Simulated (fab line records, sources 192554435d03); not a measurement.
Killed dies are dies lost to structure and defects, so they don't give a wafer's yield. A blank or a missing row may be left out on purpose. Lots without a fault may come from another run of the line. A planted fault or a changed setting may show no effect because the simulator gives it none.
Which tool did it? | flow n5_finfet | 24 lots, 72 wafers sampled, at 6 steps of a route of 1938

WHAT THE GAUGES READ, wafer by wafer
N5_BEOL_M3_INSPECT_59: inspects for defects (darkfield). Usual: raw_defect_count 72, standard deviation 22.
lot  | measured     | on                | raw_defect_count | flag
L074 | day 7 15:40  | defect_inspect-02 | 57 82 61         |
L075 | day 7 22:39  | defect_inspect-01 | 68 85 74         |
L076 | day 9 01:41  | defect_inspect-01 | 80 56 105        |
L078 | day 9 03:01  | defect_inspect-01 | 96 67 81         |
L081 | day 9 05:17  | defect_inspect-01 | 66 84 122        |
L077 | day 9 05:20  | defect_inspect-02 | 71 45 64         |
L079 | day 9 07:55  | defect_inspect-01 | 70 94 62         |
L080 | day 9 08:14  | defect_inspect-02 | 51 59 42         |
L082 | day 9 08:31  | defect_inspect-01 | 52 43 65         |
L083 | day 9 15:10  | defect_inspect-02 | 57 57 57         |
L084 | day 9 19:22  | defect_inspect-01 | 62 69 46         |
L085 | day 10 17:23 | defect_inspect-01 | 77 66 44         |
L086 | day 11 00:47 | defect_inspect-02 | 62 53 68         |
L087 | day 11 04:22 | defect_inspect-02 | 65 76 94         |
L088 | day 11 15:52 | defect_inspect-01 | 76 50 73         |
L091 | day 11 19:16 | defect_inspect-01 | 67 51 65         |
L089 | day 11 21:52 | defect_inspect-01 | 122 95 44        |
L090 | day 12 03:13 | defect_inspect-01 | 68 46 74         |
L093 | day 12 12:38 | defect_inspect-01 | 63 49 88         |
L092 | day 12 14:02 | defect_inspect-02 | 66 79 61         |
L094 | day 12 17:23 | defect_inspect-02 | 85 114 122       |
L095 | day 13 05:50 | defect_inspect-01 | 66 51 81         |
L097 | day 13 13:31 | defect_inspect-02 | 92 59 60         |
L096 | day 13 16:52 | defect_inspect-02 | 161 83 90        |

WHICH TOOL RAN EACH LOT (tool, then ch and the chambers of the sampled wafers, then the start)
lot  | N5_BEOL_M3_DEGAS_44          | N5_BEOL_M3_PRE_CLEAN_45      | N5_BEOL_M3_SURFACE_TREAT_85  | N5_BEOL_M3_ANNEAL_91         | N5_BEOL_M3_CMP_52
L074 | pvd_sputter-02, day 7 11:57  | pvd_sputter-02, day 7 11:59  | pvd_sputter-01, day 7 12:31  | pvd_sputter-03, day 7 14:01  | cmp-03 ch 0,1, day 7 15:05
L075 | pvd_sputter-01, day 7 17:51  | pvd_sputter-01, day 7 17:53  | pvd_sputter-01, day 7 18:29  | pvd_sputter-02, day 7 20:56  | cmp-03 ch 1,2, day 7 22:03
L076 | pvd_sputter-02, day 8 21:46  | pvd_sputter-02, day 8 21:49  | pvd_sputter-02, day 8 22:25  | pvd_sputter-02, day 9 00:02  | cmp-01 ch 0,3, day 9 01:08
L078 | pvd_sputter-02, day 8 22:27  | pvd_sputter-02, day 8 22:29  | pvd_sputter-01, day 8 23:39  | pvd_sputter-01, day 9 01:20  | cmp-01 ch 1,3, day 9 02:28
L081 | pvd_sputter-03, day 9 01:28  | pvd_sputter-03, day 9 01:31  | pvd_sputter-02, day 9 01:59  | pvd_sputter-01, day 9 03:29  | cmp-01 ch 0,1,3, day 9 04:37
L077 | pvd_sputter-02, day 9 01:29  | pvd_sputter-02, day 9 01:32  | pvd_sputter-01, day 9 01:59  | pvd_sputter-03, day 9 03:31  | cmp-04 ch 2,3, day 9 04:47
L079 | pvd_sputter-03, day 9 04:31  | pvd_sputter-03, day 9 04:34  | pvd_sputter-01, day 9 04:51  | pvd_sputter-03, day 9 06:16  | cmp-04 ch 1,2,3, day 9 07:28
L080 | pvd_sputter-03, day 9 04:36  | pvd_sputter-03, day 9 04:38  | pvd_sputter-03, day 9 05:03  | pvd_sputter-02, day 9 06:31  | cmp-03 ch 2,3, day 9 07:37
L082 | pvd_sputter-03, day 9 04:55  | pvd_sputter-03, day 9 04:57  | pvd_sputter-02, day 9 05:15  | pvd_sputter-01, day 9 06:41  | cmp-01 ch 0,1,2, day 9 07:55
L083 | pvd_sputter-03, day 9 11:40  | pvd_sputter-03, day 9 11:42  | pvd_sputter-03, day 9 12:04  | pvd_sputter-01, day 9 13:30  | cmp-04 ch 0,3, day 9 14:38
L084 | pvd_sputter-03, day 9 15:35  | pvd_sputter-03, day 9 15:37  | pvd_sputter-01, day 9 15:57  | pvd_sputter-01, day 9 17:34  | cmp-01 ch 1,3, day 9 18:49
L085 | pvd_sputter-02, day 10 13:41 | pvd_sputter-02, day 10 13:44 | pvd_sputter-03, day 10 14:07 | pvd_sputter-02, day 10 15:43 | cmp-03 ch 0,2, day 10 16:47
L086 | pvd_sputter-01, day 10 19:23 | pvd_sputter-01, day 10 19:25 | pvd_sputter-01, day 10 20:16 | pvd_sputter-03, day 10 22:56 | cmp-04 ch 0,1, day 11 00:11
L087 | pvd_sputter-02, day 11 00:02 | pvd_sputter-02, day 11 00:04 | pvd_sputter-02, day 11 00:33 | pvd_sputter-03, day 11 02:41 | cmp-01 ch 1,2, day 11 03:47
L088 | pvd_sputter-03, day 11 10:17 | pvd_sputter-03, day 11 10:20 | pvd_sputter-02, day 11 10:50 | pvd_sputter-02, day 11 13:59 | cmp-03 ch 1,2,3, day 11 15:05
L091 | pvd_sputter-02, day 11 15:30 | pvd_sputter-02, day 11 15:32 | pvd_sputter-02, day 11 15:54 | pvd_sputter-02, day 11 17:34 | cmp-01 ch 1,2, day 11 18:40
L089 | pvd_sputter-01, day 11 18:29 | pvd_sputter-01, day 11 18:32 | pvd_sputter-01, day 11 18:49 | pvd_sputter-01, day 11 20:13 | cmp-04 ch 2,3, day 11 21:17
L090 | pvd_sputter-03, day 11 23:38 | pvd_sputter-03, day 11 23:41 | pvd_sputter-03, day 12 00:02 | pvd_sputter-03, day 12 01:32 | cmp-01 ch 1,2,3, day 12 02:41
L093 | pvd_sputter-01, day 12 09:11 | pvd_sputter-01, day 12 09:13 | pvd_sputter-02, day 12 09:30 | pvd_sputter-01, day 12 10:58 | cmp-04 ch 1,2, day 12 12:04
L092 | pvd_sputter-01, day 12 09:24 | pvd_sputter-01, day 12 09:26 | pvd_sputter-03, day 12 10:46 | pvd_sputter-03, day 12 12:23 | cmp-01 ch 0,1,3, day 12 13:29
L094 | pvd_sputter-02, day 12 13:41 | pvd_sputter-02, day 12 13:44 | pvd_sputter-02, day 12 14:13 | pvd_sputter-02, day 12 15:43 | cmp-03 ch 0,1,3, day 12 16:52
L095 | pvd_sputter-03, day 13 02:20 | pvd_sputter-03, day 13 02:22 | pvd_sputter-02, day 13 02:41 | pvd_sputter-03, day 13 04:11 | cmp-01 ch 0,1,2, day 13 05:22
L097 | pvd_sputter-01, day 13 09:25 | pvd_sputter-01, day 13 09:27 | pvd_sputter-01, day 13 09:50 | pvd_sputter-01, day 13 11:27 | cmp-03 ch 2,3, day 13 12:50
L096 | pvd_sputter-01, day 13 12:26 | pvd_sputter-01, day 13 12:28 | pvd_sputter-01, day 13 13:04 | pvd_sputter-01, day 13 15:02 | cmp-03 ch 1,2, day 13 16:16
- N5_BEOL_M3_DEGAS_44: time 60 s.
- N5_BEOL_M3_PRE_CLEAN_45: time 30 s.
- N5_BEOL_M3_SURFACE_TREAT_85
- N5_BEOL_M3_ANNEAL_91: time 240 s.
- N5_BEOL_M3_CMP_52: polishes, stops on SiOC, t overpolish 6.8 s, target thk 40 nm.

WHAT THE TOOLS THEMSELVES READ (means of the sampled wafers that have a number; where no wafer has one, the mark that the record gives instead)
N5_BEOL_M3_DEGAS_44. Usual: heater_power_w 338 W, standard deviation 43.
lot  | tool           | heater_power_w (W) | flag
L074 | pvd_sputter-02 | 351                |
L075 | pvd_sputter-01 | 313                |
L076 | pvd_sputter-02 | 366                |
L078 | pvd_sputter-02 | 371                |
L081 | pvd_sputter-03 | 332                |
L077 | pvd_sputter-02 | 343                |
L079 | pvd_sputter-03 | 335                |
L080 | pvd_sputter-03 | 295                |
L082 | pvd_sputter-03 | 309                |
L083 | pvd_sputter-03 | 354                |
L084 | pvd_sputter-03 | 351                |
L085 | pvd_sputter-02 | 393                |
L086 | pvd_sputter-01 | 325                |
L087 | pvd_sputter-02 | 341                |
L088 | pvd_sputter-03 | 324                |
L091 | pvd_sputter-02 | 369                |
L089 | pvd_sputter-01 | 335                |
L090 | pvd_sputter-03 | 288                |
L093 | pvd_sputter-01 | 330                |
L092 | pvd_sputter-01 | 335                |
L094 | pvd_sputter-02 | 364                |
L095 | pvd_sputter-03 | 314                |
L097 | pvd_sputter-01 | 333                |
L096 | pvd_sputter-01 | 352                |

N5_BEOL_M3_PRE_CLEAN_45. Usual: heater_power_w 338 W, standard deviation 43.
lot  | tool           | heater_power_w (W) | flag
L074 | pvd_sputter-02 | 347                |
L075 | pvd_sputter-01 | 310                |
L076 | pvd_sputter-02 | 365                |
L078 | pvd_sputter-02 | 372                |
L081 | pvd_sputter-03 | 328                |
L077 | pvd_sputter-02 | 340                |
L079 | pvd_sputter-03 | 335                |
L080 | pvd_sputter-03 | 297                |
L082 | pvd_sputter-03 | 307                |
L083 | pvd_sputter-03 | 355                |
L084 | pvd_sputter-03 | 341                |
L085 | pvd_sputter-02 | 403                |
L086 | pvd_sputter-01 | 328                |
L087 | pvd_sputter-02 | 333                |
L088 | pvd_sputter-03 | 328                |
L091 | pvd_sputter-02 | 370                |
L089 | pvd_sputter-01 | 338                |
L090 | pvd_sputter-03 | 287                |
L093 | pvd_sputter-01 | 327                |
L092 | pvd_sputter-01 | 336                |
L094 | pvd_sputter-02 | 364                |
L095 | pvd_sputter-03 | 307                |
L097 | pvd_sputter-01 | 332                |
L096 | pvd_sputter-01 | 352                |

N5_BEOL_M3_SURFACE_TREAT_85. Usual: ar_flow_sccm 29.99 sccm, standard deviation 0.083.
lot  | tool           | ar_flow_sccm (sccm) | flag
L074 | pvd_sputter-01 | 29.84               |
L075 | pvd_sputter-01 | 29.96               |
L076 | pvd_sputter-02 | 29.91               |
L078 | pvd_sputter-01 | 30.04               |
L081 | pvd_sputter-02 | 29.95               |
L077 | pvd_sputter-01 | 30.02               |
L079 | pvd_sputter-01 | 29.98               |
L080 | pvd_sputter-03 | 29.99               |
L082 | pvd_sputter-02 | 29.97               |
L083 | pvd_sputter-03 | 29.93               |
L084 | pvd_sputter-01 | 30.00               |
L085 | pvd_sputter-03 | 30.07               |
L086 | pvd_sputter-01 | 30.01               |
L087 | pvd_sputter-02 | 30.04               |
L088 | pvd_sputter-02 | 30.04               |
L091 | pvd_sputter-02 | 29.93               |
L089 | pvd_sputter-01 | 30.01               |
L090 | pvd_sputter-03 | 30.04               |
L093 | pvd_sputter-02 | 30.02               |
L092 | pvd_sputter-03 | 30.02               |
L094 | pvd_sputter-02 | 30.01               |
L095 | pvd_sputter-02 | 30.06               |
L097 | pvd_sputter-01 | 29.97               |
L096 | pvd_sputter-01 | 29.92               |

N5_BEOL_M3_ANNEAL_91. Usual: heater_power_w 840 W, standard deviation 97.
lot  | tool           | heater_power_w (W) | flag
L074 | pvd_sputter-03 | 772                |
L075 | pvd_sputter-02 | 1000               |
L076 | pvd_sputter-02 | 839                |
L078 | pvd_sputter-01 | 857                |
L081 | pvd_sputter-01 | 860                |
L077 | pvd_sputter-03 | 838                |
L079 | pvd_sputter-03 | 795                |
L080 | pvd_sputter-02 | 922                |
L082 | pvd_sputter-01 | 847                |
L083 | pvd_sputter-01 | 861                |
L084 | pvd_sputter-01 | 851                |
L085 | pvd_sputter-02 | 898                |
L086 | pvd_sputter-03 | 716                |
L087 | pvd_sputter-03 | 773                |
L088 | pvd_sputter-02 | 917                |
L091 | pvd_sputter-02 | 908                |
L089 | pvd_sputter-01 | 865                |
L090 | pvd_sputter-03 | 678                |
L093 | pvd_sputter-01 | 857                |
L092 | pvd_sputter-03 | 771                |
L094 | pvd_sputter-02 | 859                |
L095 | pvd_sputter-03 | 816                |
L097 | pvd_sputter-01 | 852                |
L096 | pvd_sputter-01 | 867                |

N5_BEOL_M3_CMP_52. Usual: barrier_field_endpoint_s 24.5 s, standard deviation 0.72; motor_current_A 6.0 A, standard deviation 0.73; overpolish_run_s 6.799 s, standard deviation 0.0091; slurry_flow_ml_min 150.0, standard deviation 0.48; time_to_endpoint_s 61 s, standard deviation 4.2.
lot  | tool   | barrier_field_endpoint_s (s) | motor_current_A (A) | overpolish_run_s (s) | slurry_flow_ml_min | time_to_endpoint_s (s) | flag
L074 | cmp-03 | 23.6                         | 5.5                 | 6.791                | 149.7              | 56                     |
L075 | cmp-03 | 24.1                         | 5.8                 | 6.797                | 150.1              | 61                     |
L076 | cmp-01 | 23.8                         | 6.0                 | 6.804                | 150.7              | 57                     |
L078 | cmp-01 | 23.9                         | 5.8                 | 6.795                | 150.2              | 59                     |
L081 | cmp-01 | 24.0                         | 6.0                 | 6.805                | 150.2              | 57                     |
L077 | cmp-04 | 25.1                         | 6.1                 | 6.805                | 150.5              | 63                     |
L079 | cmp-04 | 24.3                         | 6.2                 | 6.796                | 150.3              | 62                     |
L080 | cmp-03 | 25.2                         | 6.5                 | 6.798                | 150.2              | 65                     |
L082 | cmp-01 | 24.2                         | 5.7                 | 6.799                | 150.2              | 60                     |
L083 | cmp-04 | 24.2                         | 5.4                 | 6.787                | 149.7              | 60                     |
L084 | cmp-01 | 24.4                         | 5.9                 | 6.799                | 150.2              | 62                     |
L085 | cmp-03 | 24.5                         | 6.8                 | 6.798                | 150.0              | 64                     |
L086 | cmp-04 | 23.7                         | 5.9                 | 6.810                | 150.5              | 57                     |
L087 | cmp-01 | 23.8                         | 5.6                 | 6.792                | 149.9              | 59                     |
L088 | cmp-03 | 25.1                         | 6.3                 | 6.801                | 150.3              | 67                     |
L091 | cmp-01 | 24.7                         | 5.3                 | 6.797                | 149.4              | 64                     |
L089 | cmp-04 | 24.3                         | 6.2                 | 6.793                | 150.4              | 59                     |
L090 | cmp-01 | 25.0                         | 5.6                 | 6.800                | 149.9              | 64                     |
L093 | cmp-04 | 23.9                         | 6.4                 | 6.804                | 149.8              | 56                     |
L092 | cmp-01 | 24.8                         | 6.1                 | 6.811                | 150.3              | 61                     |
L094 | cmp-03 | 24.3                         | 6.1                 | 6.796                | 150.2              | 63                     |
L095 | cmp-01 | 25.3                         | 5.7                 | 6.792                | 149.6              | 61                     |
L097 | cmp-03 | 25.3                         | 6.9                 | 6.791                | 149.9              | 69                     |
L096 | cmp-03 | 25.1                         | 5.8                 | 6.803                | 149.0              | 63                     |

THE ANSWER, worked out from the rows above alone
Rule: a lot is off if the mean of its wafers that have a number lies more than 3 standard deviations from the usual mean. A lot without any number at a reading at which 4 lots or more have one is off too. The other lots that the step has rows for count as sound. The gauges are gone through in route order, then the tools' own readings, and for those a lot's mean is taken as printed above. The first step at which some lot is off is used, and at that step the reading that is off furthest; a lot without a number counts as furthest.
No lot is off at any reading shown: from this, nothing can be told.

WHAT THE SIMULATOR HAD PUT IN
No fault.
